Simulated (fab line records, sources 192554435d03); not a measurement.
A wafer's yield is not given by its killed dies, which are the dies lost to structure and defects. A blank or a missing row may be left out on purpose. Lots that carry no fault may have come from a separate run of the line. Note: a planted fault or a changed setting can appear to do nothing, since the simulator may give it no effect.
Split-lot trial | flow n5_finfet | on a route of 1938 steps: 7 lots, 21 wafers read

## THE SPLIT ITSELF
At N5_BEOL_M9_COAT_60 (time 60 s, resist thk 30 nm), the setting spin_rpm was moved away from the recipe's 1500 rpm on 8 of the 21 wafers read, by -10.5% to +10.1%. This setting was run at the recipe's value on the other wafers.

## FROM THE SPLIT TO THE READING: what the file shows between them, 5 steps
- N5_BEOL_M9_EXPOSE_08: exposes mask M9 (also split here: dose_mj)
- N5_BEOL_M9_PEB_09: peb time 60 s
- N5_BEOL_M9_DEVELOP_10: develop time 30 s
- N5_BEOL_M9_CD_MEAS_11: target cd 64.1 nm
- N5_BEOL_M9_DESCUM_16: chemistry O2, time 7.9 s

## THE READING
CAR-ArF_of_BEOL_M9_COAT_05.thk_nm (the simulator's own value, which no gauge read), in nm, at N5_BEOL_M9_ETCH_61 (etches SiARC in CF4, target depth 39 nm, time 65 s). No usual value for it is given in the file. Average 55.8 nm, standard deviation 0.21 nm, over the 13 wafers here run with the recipe.

wafer  | tool, chamber at the split | spin_rpm as run, rpm | against the recipe | CAR-ArF_of_BEOL_M9_COAT_05.thk_nm, nm | against lot-mates on the recipe
L075.1 | litho_track-02, 0          | 1500                 | recipe             | 55.4                                  | -
L075.2 | litho_track-02, 0          | 1343                 | -10.5%             | 54                                    | -1.4
L075.4 | litho_track-02, 0          | 1343                 | -10.5%             | 54                                    | -1.4
L082.2 | litho_track-04, 0          | 1500                 | recipe             | 55.8                                  | -
L082.3 | litho_track-04, 0          | 1500                 | recipe             | 56                                    | -
L082.5 | litho_track-04, 0          | 1500                 | recipe             | 55.8                                  | -
L085.4 | litho_track-03, 0          | 1500                 | recipe             | 56                                    | -
L085.5 | litho_track-03, 0          | 1500                 | recipe             | 55.8                                  | -
L085.6 | litho_track-03, 0          | 1652                 | +10.1%             | 57.2                                  | +1.3
L086.2 | litho_track-04, 0          | 1500                 | recipe             | 55.8                                  | -
L086.3 | litho_track-04, 0          | 1500                 | recipe             | 55.6                                  | -
L086.4 | litho_track-04, 0          | 1388                 | -7.5%              | 54.6                                  | -1.1
L087.1 | litho_track-03, 0          | 1576                 | +5.1%              | 56.2                                  | +0.8
L087.2 | litho_track-03, 0          | 1576                 | +5.1%              | 56.4                                  | +1.0
L087.6 | litho_track-03, 0          | 1500                 | recipe             | 55.4                                  | -
L089.1 | litho_track-04, 0          | 1500                 | recipe             | 55.8                                  | -
L089.2 | litho_track-04, 0          | 1500                 | recipe             | 56                                    | -
L089.4 | litho_track-04, 0          | 1500                 | recipe             | 56                                    | -
L091.1 | litho_track-02, 0          | 1500                 | recipe             | 55.6                                  | -
L091.4 | litho_track-02, 0          | 1409                 | -6.1%              | 54.6                                  | -1.0
L091.6 | litho_track-02, 0          | 1409                 | -6.1%              | 54.8                                  | -0.8

FIT RESULTS
A straight line over all 21 wafers: CAR-ArF_of_BEOL_M9_COAT_05.thk_nm changes by +0.154 nm for each +1% of spin_rpm; r = +0.97; the points scatter about the line by 0.2 nm.
The same after taking each lot's own level away (the mean of its wafers on the recipe; 21 wafers): +0.141 nm for each +1%; r = +0.99; scatter 0.11 nm.
Per that fit: largest spin_rpm move, reading shift of 1.5 nm.
The lots' own levels span 55.40 to 55.93 nm, that is 2.6 times the standard deviation above.
Consequently the slope shifts little with the lot-to-lot level, the two slopes agreeing.
Check: with one of the wafers moved furthest among these (-10.5%) left out of the fit, the line predicts -1.49 nm for it against its lot-mates. Against them it came out at -1.4 nm.

## THE OTHER SPLITS THESE WAFERS WENT THROUGH
Note: prior to the reading, these wafers also went through further splits. Each is held against what the fit with the lots' levels taken away leaves over:
other split on the same wafers | wafers away from the commonest value | r with CAR-ArF_of_BEOL_M9_COAT_05.thk_nm (lot level and that fit taken away)
N5_BEOL_M7_DESCUM_33 time_s    | 5                                    | -0.07
N5_BEOL_M8_ETCH_61 bias_w      | 9                                    | -0.13
N5_BEOL_M8_ETCH_62 source_w    | 9                                    | -0.02
N5_BEOL_M9_EXPOSE_08 dose_mj   | 7                                    | +0.26

## THE WHOLE CHAIN: every reading that the file lists as answering this split, in the file's order
step               | what it does                                       | reading                                                                            | change (the file's fit)               | r (the file's)
N5_BEOL_M9_COAT_60 | time 60 s, resist thk 30 nm                        | SiARC_of_BEOL_M9_COAT_60.thk_nm (the simulator's own value, which no gauge read)   | -0.151 nm for each +1% of the setting | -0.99
N5_BEOL_M9_ETCH_61 | etches SiARC in CF4, target depth 39 nm, time 65 s | etch.depth_nm (the simulator's own value, which no gauge read)                     | -0.155 nm for each +1% of the setting | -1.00
N5_BEOL_M9_ETCH_61 | etches SiARC in CF4, target depth 39 nm, time 65 s | CAR-ArF_of_BEOL_M9_COAT_05.thk_nm (the simulator's own value, which no gauge read) | +0.139 nm for each +1% of the setting | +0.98

## THE FILE'S OWN FIT
CAR-ArF_of_BEOL_M9_COAT_05.thk_nm changes by +0.139 nm for each +1% of spin_rpm, r = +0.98.
